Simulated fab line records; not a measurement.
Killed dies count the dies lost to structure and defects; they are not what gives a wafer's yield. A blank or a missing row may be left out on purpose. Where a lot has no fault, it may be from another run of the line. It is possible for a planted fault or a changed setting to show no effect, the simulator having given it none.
Struck lot and sound lot, side by side    flow nand harc    14 steps out of a route of 1302
Sound: these wafers, L460.2, L460.3, L460.5. Struck: wafer L474.5. (L474.2, L474.3 of the same lot were not struck and are left out.) The cause comes at the end.
Per side, at each step with rows, come the tool, then ch with its chambers, and then its first start. Under that, the readings that differ: sound wafers    struck wafers    difference of the means    sigmas: that difference in standard deviations of wafers without a fault.
alike: readings whose means differ by less than 2 such deviations, and words and numbers that are the same on both sides. not compared: withheld readings, readings that some wafer has no value for, bounds like >300 that may hide the same value, and numbers for which the record gives no deviation and whose values overlap.
Wherever a step has rows on one side only, a row that says differs or no value, or a row with sigmas, the two part there. Numbers that don't overlap but have no deviation are shown without sigmas and don't part them. Lack of a reading on every wafer of one side parts them only where that side has two or more wafers.

first, 9 steps without rows for these wafers: NHARC_THIN_TSV_PVD_24 (deposits Al, target thk 800 nm); NHARC_THIN_TSV_DEHYDRATE_25 (time 120 s); NHARC_THIN_TSV_HMDS_26 (time 30 s); NHARC_THIN_TSV_COAT_27; NHARC_THIN_TSV_SOFTBAKE_28 (time 95 s); NHARC_THIN_TSV_EBR_29; NHARC_THIN_TSV_EXPOSE_30 (exposes mask PAD); NHARC_THIN_TSV_PEB_31 (peb time 85 s); NHARC_THIN_TSV_DEVELOP_32 (time 70 s).
NHARC_THIN_TSV_CD_MEAS_33 targets a cd of 5000 nm.
  sound on cd sem-02 ch 0, day 25 10:06; struck on cd sem-01 ch 0, day 31 20:56
  alike: cd nm
then, 1 step without rows for these wafers: NHARC_THIN_TSV_HARDBAKE_34 (time 80 s).
NHARC_THIN_TSV_DESCUM_35: chemistry O2, time 3 s.
  sound on rie diel-13 ch 0,1, day 25 10:16; struck on rie diel-05 ch 3, day 31 21:06
  alike: drypump motor current A, oes product au, rf vpp V, showerhead plenum p Torr, throttle valve pct
  not compared: rf hours counter h
NHARC_THIN_TSV_ETCH_59: etches the open film in Cl2/BCl3, target depth 880 nm, time 138.1 s.
  sound on rie metal-01 ch 0,1, day 25 10:27; struck on rie metal-02 ch 0, day 31 21:16
reading                      sound              struck  difference  sigmas
drypump motor current A (A)  4.7 5.0 4.7        6.0     +1.2        +3
oes product au (a.u.)        1.006 1.004 0.999  0.950   -0.053      -6
  alike: he backside leak sccm, throttle valve pct
  not compared: rf hours counter h
NHARC_THIN_TSV_ETCH_36: etches the open film in Cl2/BCl3, target depth 65 nm, time 18.571 s.
  sound on rie metal-01 ch 0, day 25 10:41; struck on rie metal-02 ch 1, day 31 21:29
  alike: drypump motor current A, he backside leak sccm, oes product au
  not compared: rf hours counter h

== WHERE THEY PART ==
At NHARC_THIN_TSV_ETCH_59 and nowhere else, as far as this record goes. Later steps at which nothing parts them and some readings are alike: NHARC_THIN_TSV_ETCH_36.

WHY: what the simulator had put in
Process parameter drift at NHARC_THIN_TSV_ETCH_59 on rie metal-02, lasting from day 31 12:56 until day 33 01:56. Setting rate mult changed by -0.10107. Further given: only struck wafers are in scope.
